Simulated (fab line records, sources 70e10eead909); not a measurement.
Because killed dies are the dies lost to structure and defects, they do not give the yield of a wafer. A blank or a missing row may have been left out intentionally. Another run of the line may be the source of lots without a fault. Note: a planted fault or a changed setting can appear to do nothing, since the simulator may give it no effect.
fab line records | flow nandHarc
record: lots: 6 | wafers: 18 | lastDay: 33
route steps=1302 shown A_STAIRCASE@732 END@1302
lots that met no fault: taken from a fault-free run of the same line
startH: hours from the record's opening day to when the first of the lot's shown wafers began | waitH: hours elapsed since this lot's preceding step | " same as the row above | L1.1+2: a row that stands for several wafers | - no value, or no start given | * or withheld: withheld | < > ~ a bound
route shown NAME@n: names a module that has steps shown in the file, with the first one's number in the route | usual: mean and standard deviation over wafers with no fault | same: alike in all rows | chamber/n: place in a boat | sites: each site's reading | _std_site: the values' standard deviation | _edge_site: inner sites' mean taken away from outer sites' mean | radiusMm: how far each site lies from the wafer's centre | mask NAME#n: copy n | behind: the tool/chamber that last shaped the wafer | hold: reason for holding the lot/hours on hold/outcome of the hold | device: transistor that didn't switch, given as n, p or np | end of line: at the end of the route, the tests of the same wafers | where a step has no rows: the recipe by itself | killed: dies that structure and defects cost at the first sort, which is not the same as the wafer's yield | map: a wafer's dies, marking killed ones x, the rest . and places with no die _
set.NAME: the setting the step ran with; set.NAME@STEP: the setting that earlier step ran with | model.NAME: the simulator's own value behind a step, which no gauge read
lots seen at some steps along the route; tables by step, rows by wafer
services: the hour from which a tool's chamber was out of use, counted from the record's first day as startH (under 0 if before that day), plus the number of hours and why
== steps ==
step: NHARC_A_STAIRCASE_HARDBAKE_218
recipe: tempC: 120 | timeS: 140
step: NHARC_A_STAIRCASE_DESCUM_219
recipe: timeS: 3 | o2FlowSccm: 200 | arFlowSccm: 0 | biasPowerW: 0 | chemistry: O2
usual: drypumpMotorCurrentA: 5.8/0.5 | oesProductAu: 0.999/0.014 | rfVppV: 57.8/0.89 | showerheadPlenumPTorr: 1.89/0.087 | throttleValvePct: 11.311/0.009
same: timeS: 3
lot.wafer | tool       | chamber | startH | waitH | drypumpMotorCurrentA | oesProductAu | rfHoursCounterH | rfVppV | showerheadPlenumPTorr | throttleValvePct
L116.1    | rieDiel-05 | 2       | 424.77 | -     | 5.5                  | 1.018        | 3               | 58.6   | 1.87                  | 11.310
L116.2    | "          | 1       | "      | "     | 5.1                  | 1.007        | 6               | 58.0   | 1.86                  | 11.291
L116.5    | "          | 0       | "      | "     | 5.8                  | 1.009        | -               | 58.9   | 1.94                  | 11.293
L119.3    | rieDiel-04 | 0       | 458.14 | -     | 5.4                  | 0.985        | 32              | 56.4   | 1.79                  | 11.319
L119.2    | "          | 2       | "      | "     | 5.7                  | 1.025        | 30              | 56.9   | 1.79                  | 11.321
L119.5    | "          | 1       | "      | "     | 6.6                  | 0.995        | -               | 58.2   | 1.95                  | 11.313
L118.3    | rieDiel-10 | 2       | 459.11 | -     | 5.6                  | 1.021        | 8               | 58.0   | 1.77                  | 11.306
L118.4    | "          | 3       | "      | "     | 6.1                  | 0.996        | 8               | 57.1   | 1.90                  | 11.317
L118.2    | "          | 1       | "      | "     | 5.2                  | 1.001        | 10              | 58.9   | 1.98                  | 11.310
L127.2    | rieDiel-05 | 0       | 551.30 | -     | 5.8                  | 1.002        | 41              | 57.6   | 1.93                  | 11.307
L127.5    | "          | 1       | "      | "     | 5.1                  | 0.997        | -               | 57.5   | 1.84                  | 11.311
L127.6    | "          | 2       | "      | "     | 5.6                  | 1.014        | -               | 58.2   | 1.86                  | 11.320
L130.4    | rieDiel-10 | 3       | 561.50 | -     | 6.1                  | 0.993        | 49              | 58.0   | 1.89                  | 11.314
L130.1    | "          | 0       | "      | "     | 6.1                  | 0.986        | 49              | 58.0   | 1.77                  | 11.325
L130.5    | "          | 0       | "      | "     | 6.1                  | 0.989        | -               | 56.3   | 1.77                  | 11.331
L132.2    | rieDiel-04 | 3       | 590.95 | -     | 6.6                  | 0.996        | 17              | 58.7   | 1.95                  | 11.319
L132.4    | "          | 1       | "      | "     | 6.6                  | 1.010        | 18              | 57.8   | 1.94                  | 11.320
L132.5    | "          | 3       | "      | "     | 6.6                  | 0.997        | -               | 57.2   | 1.95                  | 11.314
step: NHARC_A_STAIRCASE_TRIM_220
recipe: timeS: 211.2 | o2FlowSccm: 500 | arFlowSccm: 0 | biasW: 0 | chemistry: O2
usual: drypumpMotorCurrentA: 5.8/0.48 | oesProductAu: 1.003/0.014 | rfVppV: 57.8/0.91 | showerheadPlenumPTorr: 3.49/0.15 | throttleValvePct: 17.037/0.0088
same: biasW: 0 | timeS: 211.2
lot.wafer | tool       | chamber | startH | waitH | drypumpMotorCurrentA | oesProductAu | rfHoursCounterH | rfVppV | showerheadPlenumPTorr | throttleValvePct
L116.1    | rieDiel-05 | 2       | 424.96 | 0.2   | 5.5                  | 1.016        | 3               | 56.9   | 3.46                  | 17.033
L116.2    | "          | 0       | "      | "     | 5.8                  | 1.008        | 6               | 58.3   | 3.58                  | 17.034
L116.5    | "          | 2       | "      | "     | 5.5                  | 1.023        | -               | 57.0   | 3.46                  | 17.039
L119.3    | rieDiel-04 | 3       | 458.37 | 0.2   | 6.6                  | 1.018        | 34              | 59.4   | 3.61                  | 17.053
L119.2    | "          | 1       | "      | "     | 6.6                  | 1.008        | 30              | 57.5   | 3.60                  | 17.025
L119.5    | "          | 3       | "      | "     | 6.6                  | 1.014        | -               | 58.4   | 3.61                  | 17.046
L118.3    | rieDiel-10 | 3       | 459.20 | 0.1   | 6.1                  | 0.991        | 8               | 57.4   | 3.51                  | 17.034
L118.2    | "          | 0       | "      | "     | 6.1                  | 0.979        | 10              | 58.7   | 3.29                  | 17.041
L118.4    | "          | 1       | "      | "     | 5.2                  | 0.998        | 10              | 57.7   | 3.64                  | 17.021
L127.2    | rieDiel-05 | 1       | 551.38 | 0.1   | 5.1                  | 1.006        | 39              | 56.2   | 3.41                  | 17.039
L127.5    | "          | 3       | "      | "     | 5.7                  | 0.987        | -               | 58.7   | 3.75                  | 17.030
L127.6    | "          | 0       | "      | "     | 5.8                  | 1.009        | -               | 58.3   | 3.56                  | 17.029
L130.4    | rieDiel-10 | 1       | 561.58 | 0.1   | 5.3                  | 0.990        | 41              | 59.6   | 3.62                  | 17.044
L130.1    | "          | 0       | "      | "     | 6.2                  | 0.978        | 49              | 58.0   | 3.27                  | 17.024
L130.5    | "          | 2       | "      | "     | 5.6                  | 1.001        | -               | 58.3   | 3.27                  | 17.049
L132.4    | rieDiel-04 | 3       | 591.07 | 0.1   | 6.6                  | 1.008        | 17              | 57.8   | 3.59                  | 17.029
L132.2    | "          | 0       | "      | "     | 5.4                  | 0.986        | 18              | 57.3   | 3.29                  | 17.031
L132.5    | "          | 2       | "      | "     | 5.7                  | 1.000        | -               | 57.5   | 3.29                  | 17.045
step: NHARC_A_STAIRCASE_ETCH_221
recipe: targetDepthA: 1000 | timeS: 40.5 | ionEnergyEv: 400 | c4f8FlowSccm: 20 | o2FlowSccm: 10 | arFlowSccm: withheld | rfW: 600 | biasW: 1000 | chemistry: C4F8/O2
usual: biasW: 1000.0/2.9 | oesProductAu: 0.941/0.018 | rfVppV: 894/5.5
same: timeS: 40.5
lot.wafer | tool       | chamber | startH | waitH | biasW  | oesProductAu | rfHoursCounterH | rfVppV
L116.2    | rieDiel-05 | 2       | -      | -     | 998.2  | 0.948        | 3               | 893
L116.1    | "          | 0       | "      | "     | 1001.5 | 0.933        | 6               | 898
L116.5    | "          | 0       | "      | "     | 1003.2 | 0.929        | -               | 897
L119.2    | rieDiel-04 | 3       | -      | -     | 998.2  | 0.941        | 34              | 899
L119.3    | "          | 0       | "      | "     | 1000.9 | 0.909        | 32              | 888
L119.5    | "          | 1       | "      | "     | 1000.3 | 0.926        | -               | 898
L118.3    | rieDiel-10 | 1       | -      | -     | 1000.0 | 0.948        | 10              | 901
L118.4    | "          | 2       | "      | "     | 1003.3 | 0.950        | 8               | 887
L118.2    | "          | 3       | "      | "     | 1000.1 | 0.922        | 9               | 897
L127.2    | rieDiel-05 | 2       | -      | -     | 1000.7 | 0.962        | 40              | 893
L127.5    | "          | 0       | "      | "     | 999.2  | 0.958        | -               | 897
L127.6    | "          | 1       | "      | "     | 997.5  | 0.960        | -               | 893
L130.1    | rieDiel-10 | 2       | -      | -     | 1002.5 | 0.955        | 41              | 886
L130.4    | "          | 3       | "      | "     | 1001.7 | 0.938        | 49              | 895
L130.5    | "          | 3       | "      | "     | 998.6  | 0.937        | -               | 895
L132.4    | rieDiel-04 | 1       | -      | -     | 995.9  | 0.929        | 18              | 898
L132.2    | "          | 2       | "      | "     | 997.9  | 0.922        | 17              | 888
L132.5    | "          | 0       | "      | "     | 1002.9 | 0.907        | -               | 887
step: NHARC_A_STAIRCASE_TRIM_222
recipe: timeS: 211.2 | o2FlowSccm: 500 | arFlowSccm: 0 | biasW: 0 | chemistry: O2
step: NHARC_A_STAIRCASE_ETCH_223
recipe: targetDepthA: 1000 | timeS: 40.5 | ionEnergyEv: 400 | c4f8FlowSccm: 20 | o2FlowSccm: 10 | arFlowSccm: withheld | rfW: 600 | biasW: 1000 | chemistry: C4F8/O2
usual: biasW: 1000.0/2.8 | oesProductAu: 0.942/0.015 | rfVppV: 894/5.7
same: timeS: 40.5
lot.wafer | tool       | chamber | startH | waitH | biasW  | oesProductAu | rfHoursCounterH | rfVppV
L116.2    | rieDiel-05 | 1       | -      | -     | 998.5  | 0.933        | 6               | 892
L116.1    | "          | 0       | "      | "     | 999.3  | 0.926        | 6               | 898
L116.5    | "          | 0       | "      | "     | 998.6  | 0.936        | -               | 898
L119.3    | rieDiel-04 | 3       | -      | -     | 999.0  | 0.964        | 35              | 900
L119.2    | "          | 2       | "      | "     | 1000.2 | 0.965        | 31              | 888
L119.5    | "          | 0       | "      | "     | 992.7  | 0.926        | -               | 889
L118.4    | rieDiel-10 | 0       | -      | -     | 1001.4 | 0.915        | 10              | 885
L118.2    | "          | 1       | "      | "     | 999.1  | 0.943        | 10              | 902
L118.3    | "          | 2       | "      | "     | 1002.4 | 0.952        | 9               | 886
L127.2    | rieDiel-05 | 0       | -      | -     | 1001.5 | 0.948        | 41              | 898
L127.6    | "          | 1       | "      | "     | 997.3  | 0.960        | -               | 891
L127.5    | "          | 2       | "      | "     | 1001.4 | 0.952        | -               | 894
L130.1    | rieDiel-10 | 1       | -      | -     | 996.5  | 0.936        | 41              | 899
L130.4    | "          | 3       | "      | "     | 1000.2 | 0.935        | 49              | 894
L130.5    | "          | 2       | "      | "     | 1001.6 | 0.941        | -               | 887
L132.4    | rieDiel-04 | 3       | -      | -     | 1004.3 | 0.946        | 17              | 897
L132.2    | "          | 2       | "      | "     | 996.7  | 0.933        | 18              | 885
L132.5    | "          | 0       | "      | "     | 1001.8 | 0.935        | -               | 886
step: NHARC_A_STAIRCASE_TRIM_224
recipe: timeS: 211.2 | o2FlowSccm: 500 | arFlowSccm: 0 | biasW: 0 | chemistry: O2
step: NHARC_A_STAIRCASE_ETCH_225
recipe: targetDepthA: 1000 | timeS: 40.5 | ionEnergyEv: 400 | c4f8FlowSccm: 20 | o2FlowSccm: 10 | arFlowSccm: withheld | rfW: 600 | biasW: 1000 | chemistry: C4F8/O2
step: NHARC_A_STAIRCASE_TRIM_226
recipe: timeS: 211.2 | o2FlowSccm: 500 | arFlowSccm: 0 | biasW: 0 | chemistry: O2
step: NHARC_A_STAIRCASE_ETCH_227
recipe: targetDepthA: 1000 | timeS: 40.5 | ionEnergyEv: 400 | c4f8FlowSccm: 20 | o2FlowSccm: 10 | arFlowSccm: withheld | rfW: 600 | biasW: 1000 | chemistry: C4F8/O2
usual: biasW: 1000/3.3 | oesProductAu: 0.943/0.014 | rfVppV: 894/5.5
same: timeS: 40.5
lot.wafer | tool       | chamber | startH | waitH | biasW | oesProductAu | rfHoursCounterH | rfVppV
L116.1    | rieDiel-05 | 2       | -      | -     | 1008  | 0.969        | 4               | 893
L116.2    | "          | 0       | "      | "     | 998   | 0.944        | 6               | 898
L116.5    | "          | 2       | "      | "     | 1006  | 0.964        | -               | 895
L119.2    | rieDiel-04 | 2       | -      | -     | 995   | 0.946        | 32              | 888
L119.3    | "          | 0       | "      | "     | 1000  | 0.931        | 33              | 886
L119.5    | "          | 2       | "      | "     | 1001  | 0.953        | -               | 888
L118.4    | rieDiel-10 | 3       | -      | -     | 995   | 0.930        | 9               | 895
L118.2    | "          | 1       | "      | "     | 999   | 0.959        | 10              | 901
L118.3    | "          | 2       | "      | "     | 1001  | 0.965        | 9               | 887
L127.2    | rieDiel-05 | 0       | -      | -     | 1002  | 0.947        | 42              | 897
L127.6    | "          | 3       | "      | "     | 1003  | 0.928        | -               | 904
L127.5    | "          | 0       | "      | "     | 999   | 0.951        | -               | 897
L130.4    | rieDiel-10 | 2       | -      | -     | 1002  | 0.935        | 45              | 886
L130.1    | "          | 1       | "      | "     | 1005  | 0.937        | 46              | 900
L130.5    | "          | 3       | "      | "     | 995   | 0.929        | -               | 895
L132.4    | rieDiel-04 | 0       | -      | -     | 999   | 0.937        | 18              | 887
L132.2    | "          | 1       | "      | "     | 996   | 0.939        | 18              | 898
L132.5    | "          | 1       | "      | "     | 999   | 0.941        | -               | 899
step: NHARC_A_STAIRCASE_TRIM_229
recipe: timeS: 211.2 | o2FlowSccm: 500 | arFlowSccm: 0 | biasW: 0 | chemistry: O2
usual: drypumpMotorCurrentA: 5.8/0.48 | oesProductAu: 0.998/0.013 | rfVppV: 57.6/0.85 | showerheadPlenumPTorr: 3.47/0.15 | throttleValvePct: 17.036/0.0087
same: biasW: 0 | timeS: 211.2
lot.wafer | tool       | chamber | startH | waitH | drypumpMotorCurrentA | oesProductAu | rfHoursCounterH | rfVppV | showerheadPlenumPTorr | throttleValvePct
L116.1    | rieDiel-04 | 1       | 426.33 | 0.1   | 6.6                  | 1.000        | 21              | 57.9   | 3.60                  | 17.037
L116.2    | "          | 2       | "      | "     | 5.8                  | 1.004        | 22              | 57.8   | 3.32                  | 17.039
L116.5    | "          | 1       | "      | "     | 6.6                  | 0.998        | -               | 58.2   | 3.60                  | 17.030
L119.3    | rieDiel-04 | 1       | 459.74 | 0.1   | 6.6                  | 0.998        | 31              | 57.1   | 3.60                  | 17.036
L119.2    | "          | 2       | "      | "     | 5.8                  | 1.014        | 32              | 56.2   | 3.31                  | 17.042
L119.5    | "          | 1       | "      | "     | 6.6                  | 1.000        | -               | 57.8   | 3.60                  | 17.033
L118.3    | rieDiel-10 | 0       | 460.36 | 0.1   | 6.1                  | 0.969        | 11              | 57.5   | 3.29                  | 17.043
L118.4    | "          | 1       | "      | "     | 5.2                  | 0.992        | 10              | 57.5   | 3.64                  | 17.041
L118.2    | "          | 2       | "      | "     | 5.6                  | 1.013        | 9               | 56.7   | 3.29                  | 17.041
L127.2    | rieDiel-10 | 0       | 552.45 | 0.1   | 6.1                  | 0.983        | 47              | 56.7   | 3.28                  | 17.040
L127.5    | "          | 1       | "      | "     | 5.2                  | 0.983        | -               | 58.9   | 3.62                  | 17.033
L127.6    | "          | 2       | "      | "     | 5.5                  | 1.210        | -               | 57.0   | 3.27                  | 17.032
L130.4    | rieDiel-10 | 0       | 565.56 | 0.1   | 6.1                  | 1.169        | 52              | 56.4   | 3.27                  | 17.031
L130.1    | "          | 1       | "      | "     | 5.2                  | 0.998        | 46              | 56.9   | 3.62                  | 17.041
L130.5    | "          | 1       | "      | "     | 5.2                  | 0.994        | -               | 57.0   | 3.62                  | 17.020
L132.2    | rieDiel-04 | 2       | 592.56 | 0.1   | 5.8                  | 1.008        | 18              | 57.0   | 3.29                  | 17.038
L132.4    | "          | 3       | "      | "     | 6.6                  | 1.012        | 18              | 58.9   | 3.59                  | 17.040
L132.5    | "          | 2       | "      | "     | 5.8                  | 1.000        | -               | 57.7   | 3.29                  | 17.034
step: NHARC_A_STAIRCASE_ETCH_230
recipe: targetDepthA: 1000 | timeS: 40.5 | ionEnergyEv: 400 | c4f8FlowSccm: 20 | o2FlowSccm: 10 | arFlowSccm: withheld | rfW: 600 | biasW: 1000 | chemistry: C4F8/O2
step: NHARC_END_SORT_01
recipe: tempC: 25
usual: killedAtArray: 52/17 | killedAtOther: 1.2/1.4 | killedAtPeriphery: 4.7/2.9 | killedDies: 58/17 | killedOpen: 3.2/1.9 | killedShort: 2.4/1.4
same: grossDies: 677
lot.wafer | tool      | chamber | startH | waitH | hold                    | killedAtArray | killedAtOther | killedAtPeriphery | killedDies | killedOpen | killedShort
L116.1    | prober-01 | 0       | 628.17 | 2.5   | -                       | 43            | 2             | 8                 | 53         | 1          | 1
L116.2    | prober-01 | 0       | 628.97 | 2.8   | -                       | 51            | 0             | 13                | 64         | 3          | 2
L116.5    | prober-01 | 0       | 631.36 | 3.7   | -                       | 61            | 1             | 7                 | 69         | 2          | 4
L119.2    | prober-01 | 0       | 656.38 | 2.8   | -                       | 42            | 1             | 11                | 54         | 4          | 4
L119.3    | prober-01 | 0       | 657.18 | 3.1   | -                       | 49            | 2             | 10                | 61         | 4          | 3
L119.5    | prober-01 | 0       | 658.77 | 3.7   | -                       | 41            | 2             | 14                | 57         | 7          | 1
L118.2    | prober-02 | 0       | 661.52 | 2.8   | -                       | 76            | 7             | 7                 | 90         | 1          | 3
L118.3    | prober-02 | 0       | 662.32 | 3.1   | -                       | 94            | 3             | 5                 | 102        | 6          | 2
L118.4    | prober-02 | 0       | 663.12 | 3.4   | -                       | 68            | 1             | 8                 | 77         | 3          | 2
L127.2    | prober-02 | 0       | 765.75 | 2.8   | awaitDispo/3.5h/release | 33            | 2             | 11                | 46         | 6          | 4
L127.5    | prober-02 | 0       | 768.11 | 3.6   | awaitDispo/3.5h/release | 42            | 2             | 5                 | 49         | 4          | 2
L127.6    | prober-02 | 0       | 768.90 | 3.9   | awaitDispo/3.5h/release | 609           | 1             | 8                 | 618        | 2          | 2
L130.1    | prober-02 | 0       | 772.88 | 2.5   | awaitDispo/4.5h/release | 33            | 1             | 3                 | 37         | 3          | 0
L130.4    | prober-02 | 0       | 775.28 | 3.4   | awaitDispo/4.5h/release | 585           | 1             | 6                 | 592        | 4          | 4
L130.5    | prober-02 | 0       | 776.08 | 3.7   | awaitDispo/4.5h/release | 44            | 3             | 5                 | 52         | 5          | 2
L132.2    | prober-01 | 0       | 790.45 | 2.8   | -                       | 45            | 0             | 2                 | 47         | 0          | 5
L132.4    | prober-01 | 0       | 792.03 | 3.4   | -                       | 41            | 0             | 1                 | 42         | 1          | 4
L132.5    | prober-01 | 0       | 792.82 | 3.7   | -                       | 41            | 0             | 4                 | 45         | 4          | 1
killed by level:class
L116.1 A_SLIT:chamberFilmFlake=15 A_CHANNEL_HOLE_D2:chamberFilmFlake=9 A_CONTACT:chamberFilmFlake=9 P_GATE:chamberFilmFlake=4 A_CHANNEL_HOLE_D1:chamberFilmFlake=3 A_STAIRCASE:chamberFilmFlake=3 P_STI:chamberFilmFlake=2 A_DECK1_JOINT:chamberFilmFlake=2
L116.2 A_SLIT:chamberFilmFlake=30 P_GATE:chamberFilmFlake=7 A_CHANNEL_HOLE_D2:chamberFilmFlake=6 A_CONTACT:chamberFilmFlake=5 A_DECK1_JOINT:chamberFilmFlake=4 P_STI:chamberFilmFlake=2 P_BONDPAD:chamberFilmFlake=2 A_CHANNEL_HOLE_D1:chamberFilmFlake=2
L116.5 A_SLIT:chamberFilmFlake=31 A_CONTACT:chamberFilmFlake=9 A_CHANNEL_HOLE_D2:chamberFilmFlake=8 A_CHANNEL_HOLE_D1:chamberFilmFlake=5 P_STI:chamberFilmFlake=3 A_DECK1_JOINT:chamberFilmFlake=3 P_GATE:geometricParticle:short=1 P_CONTACT:geometricParticle:open=1
L119.2 A_SLIT:chamberFilmFlake=20 A_CHANNEL_HOLE_D1:chamberFilmFlake=8 P_GATE:chamberFilmFlake=6 A_CHANNEL_HOLE_D2:unspecified=3 A_CHANNEL_FILL_D2:geometricParticle:short=2 P_STI:chamberFilmFlake=2 A_DECK1_JOINT:chamberFilmFlake=2 A_STAIRCASE:chamberFilmFlake=2
L119.3 A_SLIT:chamberFilmFlake=31 P_GATE:chamberFilmFlake=7 A_CHANNEL_HOLE_D1:chamberFilmFlake=5 A_CONTACT:chamberFilmFlake=4 A_CHANNEL_FILL_D1:geometricParticle:short=2 A_WL_FILL:geometricParticle:open=2 P_STI:chamberFilmFlake=2 THIN_TSV:chamberFilmFlake=2
L119.5 A_SLIT:chamberFilmFlake=23 P_GATE:chamberFilmFlake=7 A_CONTACT:chamberFilmFlake=5 P_STI:chamberFilmFlake=3 A_CHANNEL_HOLE_D1:chamberFilmFlake=3 A_SGD_CUT:geometricParticle:open=2 THIN_TSV:chamberFilmFlake=2 P_M1:geometricParticle:open=1
L118.2 A_CHANNEL_HOLE_D1:chamberFilmFlake=34 A_SLIT:chamberFilmFlake=23 THIN_TSV:chamberFilmFlake=7 A_CHANNEL_HOLE_D2:chamberFilmFlake=6 A_CONTACT:chamberFilmFlake=5 A_BLC:chamberFilmFlake=4 P_GATE:chamberFilmFlake=3 P_STI:geometricParticle:short=1
L118.3 A_SLIT:chamberFilmFlake=32 A_CHANNEL_HOLE_D1:chamberFilmFlake=30 A_CHANNEL_HOLE_D2:chamberFilmFlake=13 A_CONTACT:chamberFilmFlake=7 P_GATE:chamberFilmFlake=3 THIN_TSV:chamberFilmFlake=3 A_STAIRCASE:chamberFilmFlake=2 P_CONTACT:geometricParticle:open=1
L118.4 A_CHANNEL_HOLE_D2:chamberFilmFlake=21 A_SLIT:chamberFilmFlake=21 A_CHANNEL_HOLE_D1:chamberFilmFlake=11 P_GATE:chamberFilmFlake=4 A_CONTACT:chamberFilmFlake=4 A_CHANNEL_FILL_D1:geometricParticle:short=2 A_CHANNEL_HOLE_D2:geometricParticle:open=2 P_STI:chamberFilmFlake=2
L127.2 A_CHANNEL_HOLE_D1:chamberFilmFlake=12 P_BONDPAD:chamberFilmFlake=7 A_CONTACT:chamberFilmFlake=6 A_SLIT:chamberFilmFlake=4 A_DECK1_JOINT:chamberFilmFlake=3 P_CONTACT:geometricParticle:open=2 A_WL_FILL:geometricParticle:open=2 A_STAIRCASE:chamberFilmFlake=2
L127.5 A_CHANNEL_HOLE_D1:chamberFilmFlake=14 A_SLIT:chamberFilmFlake=7 A_CONTACT:chamberFilmFlake=7 P_BONDPAD:chamberFilmFlake=5 A_WL_FILL:chamberFilmFlake=4 A_STAIRCASE:chamberFilmFlake=2 THIN_TSV:chamberFilmFlake=2 A_ONON_D1:geometricParticle:open=1
L127.6 A_STAIRCASE:areaTrim=579 A_CHANNEL_HOLE_D1:chamberFilmFlake=10 A_CONTACT:chamberFilmFlake=9 P_BONDPAD:chamberFilmFlake=6 A_SLIT:chamberFilmFlake=4 A_WL_FILL:chamberFilmFlake=2 P_M0:geometricParticle:open=1 A_SGD_CUT:geometricParticle:short=1
L130.1 A_CHANNEL_HOLE_D1:chamberFilmFlake=19 A_SLIT:chamberFilmFlake=7 P_M2:chamberFilmFlake=2 A_WL_FILL:chamberFilmFlake=2 A_M1:chamberFilmFlake=2 P_M1:geometricParticle:open=1 A_DECK1_JOINT:geometricParticle:open=1 A_M0:geometricParticle:open=1
L130.4 A_STAIRCASE:areaTrim=553 A_CHANNEL_HOLE_D1:chamberFilmFlake=13 A_SLIT:chamberFilmFlake=7 P_M2:chamberFilmFlake=3 A_STAIRCASE:chamberFilmFlake=3 A_CONTACT:chamberFilmFlake=2 P_CONTACT:geometricParticle:open=1 P_M0:geometricParticle:short=1
L130.5 A_CHANNEL_HOLE_D1:chamberFilmFlake=15 A_SLIT:chamberFilmFlake=7 A_STAIRCASE:chamberFilmFlake=6 A_M1:chamberFilmFlake=5 A_WL_FILL:chamberFilmFlake=3 THIN_TSV:chamberFilmFlake=3 A_CONTACT:chamberFilmFlake=2 P_GATE:geometricParticle:open=1
L132.2 A_SLIT:chamberFilmFlake=24 A_CONTACT:chamberFilmFlake=9 A_CHANNEL_HOLE_D2:chamberFilmFlake=5 A_DECK1_JOINT:chamberFilmFlake=4 A_WL_FILL:geometricParticle:short=2 P_GATE:geometricParticle:short=1 P_CONTACT:geometricParticle:short=1 A_CHANNEL_FILL_D1:geometricParticle:short=1
L132.4 A_SLIT:chamberFilmFlake=25 A_CONTACT:chamberFilmFlake=6 A_CHANNEL_HOLE_D2:chamberFilmFlake=4 A_CHANNEL_FILL_D1:geometricParticle:short=1 A_DECK1_JOINT:geometricParticle:short=1 A_ONON_D2:geometricParticle:short=1 A_ONON_D2:geometricParticle:open=1 A_CONTACT:geometricParticle:short=1
L132.5 A_SLIT:chamberFilmFlake=19 A_CHANNEL_HOLE_D2:chamberFilmFlake=9 A_STAIRCASE:chamberFilmFlake=4 A_CONTACT:geometricParticle:open=3 A_CONTACT:chamberFilmFlake=3 P_CONTACT:geometricParticle:open=1 P_M0:geometricParticle:short=1 P_ZERO_WELL:chamberFilmFlake=1
map L127.6 (x killed, . not)
____________x____________
_________xxxx.xx_________
_______xxxxxxxxx.x_______
______.xxxxx.xxxxxx______
_____x..xxxxxxxx.xxx_____
____xxxxxxxxxxxx.xxxx____
____.xxxxxxxxxxxxxxxx____
___xxxxxxxxxxxxxxxxxxx___
___xxxxxxxxxxxxxxxxxxx___
__xxxxxxxxxxxxxxxxxxxxx__
__xxxxxxxxxxxxxxxxxxxxx__
_x..xx.xxxxxxxxxxxxxx.x._
_xxxx.x.xxxxxxxxxxxxxxxx_
_xxxx.x.xxxxxxxxxxxxxxxx_
_xxx.xxxxxxxxxxxxxxxxxxx_
_xx.xxxxxxxxxxxxxxxxxxxx_
xx.xxxxxxxxxxxxxxxxxxxxxx
.xxxxxxxx.xxxxxxxxxxxxxxx
x.xxxxxxxxxxxxxxxxxxx.xxx
...xxxxxxxxxxxxxxxxxxxxxx
.xxxxxxxxxxxxxxxxxxxxxxxx
_.xxxxxxxxxxxxxxxxxxxxx._
_xx.xxxxxxxxxxxxxxxxxxx._
_.xx.xxxxxxxxxxxxxxxxx.x_
_xxx.xxxxxxxx..xxxxxxxxx_
_xxxxxxxxxxxxxxxxxxxxxx._
__.xxxxxxxxxxxxxxxxxxxx__
__.xxxxxxxxxxxxxxxxxxxx__
___..x.xxxxxxxxxxxxxx.___
___x.xxxxxxxxxxxxx.xxx___
____xx.xxxxxxxxxxxxxx____
____.xxxx.xxx.xxxxxxx____
_____x.xxxxxxxxxxxxx_____
______x...xx.xxxxxx______
_______xxxxxxxx.xx_______
_________xxxxxxx_________
____________.____________
map L130.4 (x killed, . not)
____________x____________
_________xxx.xxx_________
_______xxxxxxxxxxx_______
______xxxxxxxxxxxx.______
_____xxxxxxxxxxxxxxx_____
____xxxxxxxxxxxxxxxx.____
____xxx.xxxxxxxxxxxx.____
___.xxxxxxx.xxxxxxxxx.___
___xxxxxxxxxxxxxxxxx.x___
__.xxxxxxxxxxxxxxxxxxx.__
__xxxxxxxxxxxxxxxxxxx.x__
_.xxxxxxxxxxxxxxxxxxxxx._
_xxxxxxxxxxxxxxxxxxxxxxx_
_xxxxxxxxxxxxxxxxxxxxxxx_
_xxxxxxxxxxxxxxxxxxxxxxx_
_xxxxxxxxxxxxxxxxxxxxx.x_
xxxxxxxxxxxxxxxxxxxxxxxx.
xxxxxxxxxxxxxxxxxxxxxxx.x
xxxxxxxxxxxxxxxxxxxxxxx..
xxxxx.xxxxxxxxxxxxxxxxxxx
xxxxxxxxxxxxxxxxxxxxxxxx.
_xxxxxxxxxxxxxxxxxxxx.xx_
_xxxxxxxxxxxxxxxxxxxxxx._
_xx.xxxxxxxxxxxxxxxx..x._
_xxxxxxxxxxxxxxxxx.xx.x._
_.xxxx.xxxxxxxxxxxxxxx.._
__..xxxxxxxxxxxxxxxx..x__
__..x....xxxxxxx.xxxxx.__
___.xxxxxxxxxxxxxxx.x.___
___x.xxxxxxxxxxxxxx.x.___
____.xxxxxxxxx.xxxx..____
____..x.x.x..xxx...x.____
_____.xxx.xxxx.x.x.._____
______.xx..xxxxxxx.______
_______.x...xx.x.x_______
_________.x.xxx._________
____________x____________
== services ==
tool       | chamber | startH | hours | kind
rieDiel-10 | 0       | 401.69 | -     | clean
rieDiel-10 | 1       | 401.69 | -     | clean
rieDiel-10 | 2       | 401.69 | -     | clean
rieDiel-10 | 3       | 401.69 | -     | clean
rieDiel-05 | -       | 410.51 | 9.0   | pm
rieDiel-04 | 0       | 413.87 | -     | clean
rieDiel-04 | 1       | 413.87 | -     | clean
rieDiel-04 | 2       | 413.87 | -     | clean
rieDiel-04 | 3       | 413.87 | -     | clean
rieDiel-10 | -       | 421.86 | 9.0   | pm
rieDiel-10 | 0       | 421.86 | 9.0   | ventCycle
rieDiel-10 | 1       | 421.86 | 9.0   | ventCycle
rieDiel-10 | 2       | 421.86 | 9.0   | ventCycle
rieDiel-10 | 3       | 421.86 | 9.0   | ventCycle
rieDiel-05 | 3       | 424.54 | 4.8   | repair
rieDiel-10 | 0       | 430.86 | -     | clean
rieDiel-10 | 1       | 430.86 | -     | clean
rieDiel-10 | 1       | 482.68 | 6.5   | repair
rieDiel-04 | 3       | 494.50 | 4.0   | repair
rieDiel-04 | -       | 532.68 | 9.0   | pm
rieDiel-10 | 2       | 543.91 | 4.8   | repair
rieDiel-05 | -       | 561.39 | 0.7   | repair
rieDiel-05 | 1       | 576.02 | 10.6  | repair
rieDiel-05 | -       | 587.51 | 9.0   | pm
== key ==
firstSign: step: NHARC_A_STAIRCASE_TRIM_229 | reading: oesProductAu | direction: up | sigmas: 14 | usual: 0.998 | struck: 1.189
effect: step: NHARC_END_SORT_01 | reading: killedAtArray | direction: up | sigmas: 33 | usual: 52 | struck: 597
moreKillsBornAt: NHARC_A_STAIRCASE_TRIM_229@rieDiel-10: 1132
metAt NHARC_A_STAIRCASE_TRIM_229
struckWafers L127.6,L130.4
laterRowsLeftOut L127.6,L130.4
testerLeftOut L127,L130
onsetBetween 460.36 552.45
fault: kind: processParameterDrift | tool: rieDiel-10 | chamber: - | onsetH: 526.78 | steps: NHARC_A_STAIRCASE_TRIM_229 | channel: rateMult | offset: 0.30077 | shape: step | endH: 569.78 | scope: struckWafersOnly
testerLeftOut: of these lots the tester's yield and bins aren't shown, on N5 and GAA mostly nor the transistor test; their killed dies are dies lost to structure and defects alone, not to doping, threshold or leakage, so they don't give the yield
laterRowsLeftOut: the simulator's readings of these wafers behind a module that went badly wrong aren't trusted and aren't shown, but for the sort
